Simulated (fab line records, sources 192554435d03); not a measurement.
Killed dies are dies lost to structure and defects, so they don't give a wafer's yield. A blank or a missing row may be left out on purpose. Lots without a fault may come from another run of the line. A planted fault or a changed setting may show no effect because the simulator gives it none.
Which tool did it? | flow n5_finfet | 23 lots, 69 wafers sampled, at 4 steps of a route of 1938

WHAT THE GAUGES READ, wafer by wafer
N5_STI_FIN_REVEAL_CD_MEAS_22: target cd 6.238 nm, pitch 28 nm.
lot  | measured    | on        | cd_nm (nm)
L074 | day 2 13:28 | cd_sem-02 | 5.96 6.66 5.78
L075 | day 2 18:47 | cd_sem-01 | 6.73 6.16 6.07
L076 | day 3 00:35 | cd_sem-01 | 6.03 6.21 6.34
L077 | day 3 07:44 | cd_sem-03 | 6.17 6.43 6.77
L078 | day 3 15:09 | cd_sem-01 | 6.24 6.61 6.44
L079 | day 3 20:10 | cd_sem-01 | 6.46 5.96 6.29
L080 | day 4 00:00 | cd_sem-02 | 5.89 6.16 6.49
L082 | day 4 13:35 | cd_sem-03 | 5.89 5.99 6.35
L083 | day 4 18:33 | cd_sem-01 | 5.92 6.26 6.05
L084 | day 5 00:57 | cd_sem-01 | 5.93 6.54 6.36
L085 | day 5 11:48 | cd_sem-02 | 6.07 6.25 6.32
L086 | day 5 15:40 | cd_sem-02 | 6.07 6.01 6.26
L087 | day 5 20:18 | cd_sem-01 | 6.29 5.99 6.46
L088 | day 6 02:22 | cd_sem-02 | 6.54 6.26 6.17
L089 | day 6 06:35 | cd_sem-02 | 6.27 5.90 6.35
L090 | day 6 13:36 | cd_sem-01 | 5.89 5.94 5.83
L091 | day 6 18:41 | cd_sem-01 | 6.36 6.21 5.99
L092 | day 7 01:37 | cd_sem-02 | 6.43 6.59 6.45
L093 | day 7 07:22 | cd_sem-03 | 5.85 5.84 5.86
L094 | day 7 13:20 | cd_sem-02 | 6.43 6.00 6.39
L095 | day 7 19:13 | cd_sem-01 | 6.21 5.72 5.75
L096 | day 8 00:55 | cd_sem-03 | 6.50 6.17 5.85
L097 | day 8 06:24 | cd_sem-03 | 6.48 6.94 6.07

N5_DUMMY_GATE_CD_MEAS_15: target cd 25.8 nm.
lot  | measured    | on        | cd_nm (nm)
L074 | day 2 22:04 | cd_sem-01 | 24.54 24.77 24.66
L075 | day 3 03:40 | cd_sem-03 | 24.76 25.05 25.34
L076 | day 3 09:28 | cd_sem-02 | 24.72 24.74 24.55
L077 | day 3 16:53 | cd_sem-01 | 24.78 24.67 25.36
L078 | day 4 01:44 | cd_sem-03 | 25.17 25.08 25.25
L079 | day 4 05:39 | cd_sem-02 | 25.48 25.08 25.03
L080 | day 4 08:42 | cd_sem-02 | 25.06 24.75 25.26
L082 | day 4 22:22 | cd_sem-01 | 24.82 24.84 25.06
L083 | day 5 03:19 | cd_sem-01 | 24.57 25.13 25.05
L084 | day 5 10:53 | cd_sem-02 | 25.07 24.92 25.10
L085 | day 5 20:49 | cd_sem-03 | 25.24 25.48 25.15
L086 | day 6 00:22 | cd_sem-02 | 24.77 25.28 24.92
L087 | day 6 05:16 | cd_sem-03 | 24.65 24.80 24.83
L088 | day 6 12:57 | cd_sem-02 | 24.99 24.91 24.77
L089 | day 6 15:11 | cd_sem-03 | 24.94 25.38 24.86
L090 | day 6 22:41 | cd_sem-01 | 25.01 24.97 24.96
L091 | day 7 03:19 | cd_sem-03 | 24.91 25.31 24.74
L092 | day 7 12:11 | cd_sem-03 | 25.21 25.02 24.83
L093 | day 7 16:03 | cd_sem-02 | 25.10 24.92 24.78
L094 | day 7 23:58 | cd_sem-01 | 25.01 24.68 25.14
L095 | day 8 04:18 | cd_sem-02 | 25.06 24.84 25.14
L096 | day 8 11:35 | cd_sem-01 | 24.58 24.75 24.92
L097 | day 8 15:08 | cd_sem-03 | 25.04 25.23 25.30

WHICH TOOL RAN EACH LOT (tool, then ch and the chambers of the sampled wafers, then the start)
lot  | N5_FIN_CUT_ETCH_21                | N5_FIN_CUT_CUT_ETCH_27
L074 | rie_diel-01 ch 1,2, day 2 03:16   | rie_diel-01 ch 1,2, day 2 03:40
L075 | rie_diel-01 ch 0,1,3, day 2 08:53 | rie_diel-01 ch 0,1,3, day 2 09:17
L076 | rie_diel-05 ch 2,3, day 2 14:10   | rie_diel-05 ch 2,3, day 2 14:33
L077 | rie_diel-05 ch 1,3, day 2 21:42   | rie_diel-05 ch 1,3, day 2 22:05
L078 | rie_diel-03 ch 0,3, day 3 04:22   | rie_diel-03 ch 0,3, day 3 04:45
L079 | rie_diel-01 ch 0,1, day 3 10:40   | rie_diel-01 ch 0,1, day 3 11:04
L080 | rie_diel-05 ch 1,2,3, day 3 14:34 | rie_diel-05 ch 1,2,3, day 3 14:57
L082 | rie_diel-01 ch 0,2, day 4 03:46   | rie_diel-01 ch 0,2, day 4 04:10
L083 | rie_diel-01 ch 0,2, day 4 08:35   | rie_diel-01 ch 0,2, day 4 08:59
L084 | rie_diel-03 ch 0,2,3, day 4 15:22 | rie_diel-03 ch 0,2,3, day 4 15:45
L085 | rie_diel-05 ch 0,2, day 4 23:54   | rie_diel-05 ch 0,2, day 5 00:17
L086 | rie_diel-05 ch 0,2,3, day 5 06:02 | rie_diel-05 ch 0,2,3, day 5 06:26
L087 | rie_diel-05 ch 1,2, day 5 10:47   | rie_diel-05 ch 1,2, day 5 11:10
L088 | rie_diel-03 ch 0,3, day 5 16:50   | rie_diel-03 ch 0,3, day 5 17:13
L089 | rie_diel-05 ch 0,1,2, day 5 21:05 | rie_diel-05 ch 0,1,2, day 5 21:28
L090 | rie_diel-03 ch 0,3, day 6 04:07   | rie_diel-03 ch 0,3, day 6 04:30
L091 | rie_diel-01 ch 0,3, day 6 09:09   | rie_diel-01 ch 0,3, day 6 09:32
L092 | rie_diel-01 ch 0,1,2, day 6 15:53 | rie_diel-01 ch 0,1,2, day 6 16:16
L093 | rie_diel-05 ch 1,2,3, day 6 21:28 | rie_diel-05 ch 1,2,3, day 6 21:52
L094 | rie_diel-05 ch 0,1,3, day 7 03:53 | rie_diel-05 ch 0,1,3, day 7 04:17
L095 | rie_diel-03 ch 0,2,3, day 7 09:30 | rie_diel-03 ch 0,2,3, day 7 09:53
L096 | rie_diel-05 ch 1,2, day 7 14:47   | rie_diel-05 ch 1,2, day 7 15:10
L097 | rie_diel-01 ch 2,3, day 7 20:43   | rie_diel-01 ch 2,3, day 7 21:06
- N5_FIN_CUT_ETCH_21: etches SOC in N2/H2, target depth 219 nm, overetch 43.8 nm, time 523.5 s.
- N5_FIN_CUT_CUT_ETCH_27: etches SiO2 in CHF3/O2, target depth 4 nm, overetch 2 nm, time 4.9 s.

WHAT THE TOOLS THEMSELVES READ (means of the sampled wafers that have a number; where no wafer has one, the mark that the record gives instead)
N5_FIN_CUT_ETCH_21.
lot  | tool        | drypump_motor_current_A (A) | oes_product_au (a.u.) | rf_vpp_V (V) | showerhead_plenum_p_Torr (Torr) | throttle_valve_pct (%)
L074 | rie_diel-01 | 6.2                         | 0.69                  | 241.6        | 2.57                            | 18.07
L075 | rie_diel-01 | 5.6                         | 0.64                  | 241.4        | 2.56                            | 17.86
L076 | rie_diel-05 | 6.6                         | 0.73                  | 240.0        | 2.46                            | 17.76
L077 | rie_diel-05 | 6.5                         | 0.71                  | 239.5        | 2.49                            | 17.92
L078 | rie_diel-03 | 5.3                         | 0.70                  | 240.5        | 2.54                            | 17.69
L079 | rie_diel-01 | 5.9                         | 0.63                  | 240.5        | 2.48                            | 17.92
L080 | rie_diel-05 | 6.3                         | 0.69                  | 240.0        | 2.48                            | 17.95
L082 | rie_diel-01 | 6.1                         | 0.68                  | 242.7        | 2.64                            | 18.05
L083 | rie_diel-01 | 6.2                         | 0.69                  | 242.7        | 2.65                            | 18.12
L084 | rie_diel-03 | 5.3                         | 0.71                  | 240.8        | 2.55                            | 17.65
L085 | rie_diel-05 | 5.7                         | 0.74                  | 240.5        | 2.46                            | 17.70
L086 | rie_diel-05 | 5.9                         | 0.75                  | 239.6        | 2.46                            | 17.70
L087 | rie_diel-05 | 6.1                         | 0.65                  | 240.0        | 2.49                            | 18.13
L088 | rie_diel-03 | 5.3                         | 0.71                  | 239.3        | 2.45                            | 17.66
L089 | rie_diel-05 | 5.6                         | 0.71                  | 239.8        | 2.48                            | 17.87
L090 | rie_diel-03 | 5.3                         | 0.70                  | 238.2        | 2.44                            | 17.68
L091 | rie_diel-01 | 5.6                         | 0.64                  | 241.3        | 2.62                            | 17.94
L092 | rie_diel-01 | 6.1                         | 0.73                  | 242.9        | 2.66                            | 17.91
L093 | rie_diel-05 | 6.3                         | 0.68                  | 240.2        | 2.47                            | 17.98
L094 | rie_diel-05 | 5.8                         | 0.72                  | 240.2        | 2.48                            | 17.87
L095 | rie_diel-03 | 5.2                         | 0.68                  | 240.6        | 2.54                            | 17.69
L096 | rie_diel-05 | 6.1                         | 0.66                  | 239.1        | 2.46                            | 18.01
L097 | rie_diel-01 | 5.4                         | 0.64                  | 241.9        | 2.62                            | 17.96

N5_FIN_CUT_CUT_ETCH_27.
lot  | tool        | CHF3_flow_sccm (sccm) | drypump_motor_current_A (A) | mfc_ar_sccm (sccm) | oes_product_au (a.u.) | rf_vpp_V (V) | showerhead_plenum_p_Torr (Torr) | throttle_valve_pct (%)
L074 | rie_diel-01 | 50.19                 | 6.2                         | 200.0              | 0.59                  | 520          | 2.43                            | 19.04
L075 | rie_diel-01 | 49.91                 | 5.6                         | 200.0              | 0.56                  | 522          | 2.42                            | 18.90
L076 | rie_diel-05 | 49.87                 | 6.6                         | 200.5              | 0.62                  | 516          | 2.33                            | 18.84
L077 | rie_diel-05 | 49.98                 | 6.5                         | 199.5              | 0.61                  | 519          | 2.35                            | 18.89
L078 | rie_diel-03 | 50.17                 | 5.3                         | 200.7              | 0.60                  | 525          | 2.41                            | 18.64
L079 | rie_diel-01 | 50.08                 | 5.9                         | 199.7              | 0.55                  | 520          | 2.35                            | 18.97
L080 | rie_diel-05 | 49.97                 | 6.3                         | 199.5              | 0.59                  | 520          | 2.35                            | 18.93
L082 | rie_diel-01 | 49.95                 | 6.1                         | 200.7              | 0.58                  | 526          | 2.49                            | 19.01
L083 | rie_diel-01 | 50.11                 | 6.2                         | 200.0              | 0.59                  | 524          | 2.50                            | 19.05
L084 | rie_diel-03 | 49.96                 | 5.2                         | 200.5              | 0.61                  | 524          | 2.41                            | 18.65
L085 | rie_diel-05 | 49.98                 | 5.7                         | 199.5              | 0.63                  | 518          | 2.33                            | 18.82
L086 | rie_diel-05 | 49.94                 | 5.9                         | 199.5              | 0.65                  | 518          | 2.34                            | 18.78
L087 | rie_diel-05 | 49.95                 | 6.1                         | 200.1              | 0.56                  | 524          | 2.35                            | 19.00
L088 | rie_diel-03 | 49.88                 | 5.2                         | 199.7              | 0.61                  | 524          | 2.32                            | 18.63
L089 | rie_diel-05 | 49.95                 | 5.6                         | 200.4              | 0.62                  | 522          | 2.35                            | 18.86
L090 | rie_diel-03 | 49.75                 | 5.3                         | 199.7              | 0.61                  | 523          | 2.32                            | 18.65
L091 | rie_diel-01 | 50.02                 | 5.6                         | 200.4              | 0.54                  | 524          | 2.47                            | 18.94
L092 | rie_diel-01 | 50.04                 | 6.1                         | 200.0              | 0.63                  | 524          | 2.51                            | 18.91
L093 | rie_diel-05 | 49.89                 | 6.3                         | 199.5              | 0.58                  | 520          | 2.34                            | 18.95
L094 | rie_diel-05 | 50.09                 | 5.8                         | 199.9              | 0.62                  | 521          | 2.35                            | 18.86
L095 | rie_diel-03 | 49.88                 | 5.3                         | 200.1              | 0.59                  | 523          | 2.41                            | 18.68
L096 | rie_diel-05 | 49.98                 | 6.1                         | 199.5              | 0.57                  | 521          | 2.33                            | 18.99
L097 | rie_diel-01 | 50.03                 | 5.4                         | 199.5              | 0.55                  | 521          | 2.49                            | 18.96

THE ANSWER, worked out from the rows above alone
Rule: what is usual is taken from the lots themselves. Put in order of their means at a reading, lots are off if they are a third of the lots or fewer, leave a main group of 4 or more, and stand apart from it by a gap of 3 or more times the standard deviation of the main group's means; of several such gaps the widest counts. A main group whose means are all the same, to the digits that the tables above print for the reading, isn't used. A lot without any number at a reading at which 4 lots or more have one is off too. The other lots that the step has rows for count as sound. The gauges are gone through in route order, then the tools' own readings, and for those a lot's mean is taken as printed above. The first step at which some lot is off is used, and at that step the reading that is off furthest; a lot without a number counts as furthest.
No lot is off at any reading shown: from this, nothing can be told.

WHAT THE SIMULATOR HAD PUT IN
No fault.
